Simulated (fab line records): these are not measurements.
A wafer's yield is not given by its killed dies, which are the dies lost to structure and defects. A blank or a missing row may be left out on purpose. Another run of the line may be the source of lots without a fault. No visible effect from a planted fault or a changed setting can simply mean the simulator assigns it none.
Which tool was responsible? | flow nand_harc | Sampling: 11 lots, 33 wafers, 4 of 1302 route steps

== WHAT THE GAUGES READ, wafer by wafer ==
NHARC_P_GATE_CD_MEAS_59: the cd target is 720 nm. Usual: cd_nm 719.7 nm, standard deviation 2.1.
lot  | measured     | on        | cd_nm (nm)        | flag
L281 | day 6 01:47  | cd_sem-01 | 723.1 722.1 721.3 |
L282 | day 6 15:48  | cd_sem-01 | 719.7 719.9 720.4 |
L285 | day 7 18:59  | cd_sem-01 | 714.4 714.9 716.2 |
L286 | day 7 19:40  | cd_sem-03 | 719.4 721.0 719.1 |
L289 | day 9 05:41  | cd_sem-01 | 720.4 720.1 721.9 |
L291 | day 10 08:29 | cd_sem-03 | 711.3 711.6 712.8 | OFF
L292 | day 10 17:49 | cd_sem-01 | 718.8 717.9 718.6 |
L294 | day 11 22:40 | cd_sem-02 | 711.7 711.6 712.3 | OFF
L300 | day 14 02:39 | cd_sem-02 | 721.6 723.2 724.5 |
L302 | day 14 14:17 | cd_sem-02 | 722.1 720.8 719.8 |
L303 | day 15 02:08 | cd_sem-02 | 720.4 720.7 720.7 |

== WHAT TOOL EACH LOT RAN ON (gives the tool, then ch and the chambers of the sampled wafers, and finally the start) ==
lot  | NHARC_P_GATE_STRIP_108             | NHARC_P_GATE_STRIP_75                | NHARC_P_GATE_PEB_57
L281 | rie_diel-06 ch 1,2,3, day 5 12:52  | plasma_asher-01 ch 0,1, day 6 00:50  | litho_track-07 ch 0, day 6 01:42
L282 | rie_diel-03 ch 1,2,3, day 6 02:51  | plasma_asher-02 ch 0,1, day 6 14:52  | litho_track-02 ch 0, day 6 15:43
L285 | rie_diel-06 ch 0,1,2, day 7 06:04  | plasma_asher-01 ch 1, day 7 18:04    | litho_track-05 ch 0, day 7 18:54
L286 | rie_diel-03 ch 1,3, day 7 06:49    | plasma_asher-02 ch 0,1, day 7 18:45  | litho_track-02 ch 0, day 7 19:34
L289 | rie_diel-10 ch 1,2, day 8 16:47    | plasma_asher-02 ch 0,1, day 9 04:47  | litho_track-07 ch 0, day 9 05:36
L291 | rie_diel-03 ch 0,2, day 9 19:47    | plasma_asher-02 ch 1, day 10 07:40   | litho_track-02 ch 0, day 10 08:23
L292 | rie_diel-10 ch 0,3, day 10 05:05   | plasma_asher-02 ch 0,1, day 10 16:53 | litho_track-05 ch 0, day 10 17:44
L294 | rie_diel-03 ch 0,2,3, day 11 09:18 | plasma_asher-01 ch 0,1, day 11 21:53 | litho_track-02 ch 0, day 11 22:35
L300 | rie_diel-10 ch 0,2,3, day 13 13:56 | plasma_asher-01 ch 0,1, day 14 01:50 | litho_track-07 ch 0, day 14 02:33
L302 | rie_diel-03 ch 1,2,3, day 14 01:36 | plasma_asher-01 ch 0,1, day 14 13:23 | litho_track-02 ch 0, day 14 14:12
L303 | rie_diel-10 ch 1,2,3, day 14 13:23 | plasma_asher-02 ch 0,1, day 15 01:20 | litho_track-02 ch 0, day 15 02:02
- NHARC_P_GATE_STRIP_108: strips in O2.
- NHARC_P_GATE_STRIP_75: strips in O2.
- NHARC_P_GATE_PEB_57: peb time 85 s.

== AS READ BY THE TOOLS THEMSELVES (means over the sampled wafers that have a number; for cases with no such wafer, the mark the record gives instead) ==
NHARC_P_GATE_STRIP_108. Usual: drypump_motor_current_A 5.6 A, standard deviation 0.58; oes_product_au 0.997 a.u., standard deviation 0.0083; rf_vpp_V 58.0 V, standard deviation 0.92; showerhead_plenum_p_Torr 3.60 Torr, standard deviation 0.14; throttle_valve_pct 17.037 %, standard deviation 0.0081.
lot  | tool        | drypump_motor_current_A (A) | oes_product_au (a.u.) | rf_vpp_V (V) | showerhead_plenum_p_Torr (Torr) | throttle_valve_pct (%) | flag
L281 | rie_diel-06 | 6.1                         | 1.008                 | 57.6         | 3.47                            | 17.038                 |
L282 | rie_diel-03 | 5.3                         | 0.989                 | 58.6         | 3.66                            | 17.039                 |
L285 | rie_diel-06 | 5.9                         | 0.997                 | 57.5         | 3.48                            | 17.036                 |
L286 | rie_diel-03 | 5.8                         | 0.991                 | 58.0         | 3.59                            | 17.039                 |
L289 | rie_diel-10 | 5.8                         | 1.010                 | 57.4         | 3.52                            | 17.044                 |
L291 | rie_diel-03 | 5.0                         | 0.988                 | 58.1         | 3.75                            | 17.036                 |
L292 | rie_diel-10 | 6.1                         | 0.996                 | 57.9         | 3.69                            | 17.036                 |
L294 | rie_diel-03 | 4.9                         | 0.993                 | 59.4         | 3.73                            | 17.040                 |
L300 | rie_diel-10 | 5.9                         | 0.992                 | 58.4         | 3.66                            | 17.034                 |
L302 | rie_diel-03 | 5.3                         | 1.001                 | 58.5         | 3.65                            | 17.034                 |
L303 | rie_diel-10 | 5.7                         | 0.999                 | 58.0         | 3.57                            | 17.034                 |

NHARC_P_GATE_STRIP_75. Usual: drypump_motor_current_A 5.38 A, standard deviation 0.098; heater_power_w 351 W, standard deviation 20.
lot  | tool            | drypump_motor_current_A (A) | heater_power_w (W) | flag
L281 | plasma_asher-01 | 5.30                        | 347                |
L282 | plasma_asher-02 | 5.42                        | 360                |
L285 | plasma_asher-01 | 5.23                        | 332                |
L286 | plasma_asher-02 | 5.44                        | 366                |
L289 | plasma_asher-02 | 5.45                        | 369                |
L291 | plasma_asher-02 | 5.47                        | 356                |
L292 | plasma_asher-02 | 5.45                        | 363                |
L294 | plasma_asher-01 | 5.30                        | 342                |
L300 | plasma_asher-01 | 5.25                        | 330                |
L302 | plasma_asher-01 | 5.29                        | 344                |
L303 | plasma_asher-02 | 5.47                        | 352                |

NHARC_P_GATE_PEB_57. Usual: heater_power_total_W 163.97 W, standard deviation 0.26; plate_temp_C 117.98 C, standard deviation 0.15.
lot  | tool           | heater_power_total_W (W) | plate_temp_C (C) | flag
L281 | litho_track-07 | 164.04                   | 117.77           |
L282 | litho_track-02 | 164.24                   | 118.19           |
L285 | litho_track-05 | 164.04                   | 117.95           |
L286 | litho_track-02 | 163.87                   | 117.84           |
L289 | litho_track-07 | 163.76                   | 117.94           |
L291 | litho_track-02 | 156.62                   | 113.78           | OFF
L292 | litho_track-05 | 163.84                   | 117.98           |
L294 | litho_track-02 | 156.74                   | 113.72           | OFF
L300 | litho_track-07 | 164.08                   | 117.98           |
L302 | litho_track-02 | 163.96                   | 118.00           |
L303 | litho_track-02 | 164.03                   | 117.95           |

== THE ANSWER, worked out from the rows above alone ==
Rule: lot off if the mean of its wafers having a number is beyond 3 standard deviations from the usual mean. Also off: a lot with no number at a reading for which 4 or more lots have one. All remaining lots with rows at the step are treated as sound. The gauges are gone through in route order, then the tools' own readings, and for those a lot's mean is taken as printed above. At the first step where some lot is off, the reading lying furthest off is the one used; lots without a number count as furthest.
Off, at NHARC_P_GATE_CD_MEAS_59 on cd_nm: L291, L294.
If a tool, at a process step before that reading, ran all the lots that are off and no sound lot after the first of them, it fits. Not tried: the gauges at NHARC_P_GATE_CD_MEAS_59; whatever is off there is also off at NHARC_P_GATE_PEB_57, on other tools, and gauge error can't account for it. No candidate that was tried fits.

== WHAT THE SIMULATOR PUT IN ==
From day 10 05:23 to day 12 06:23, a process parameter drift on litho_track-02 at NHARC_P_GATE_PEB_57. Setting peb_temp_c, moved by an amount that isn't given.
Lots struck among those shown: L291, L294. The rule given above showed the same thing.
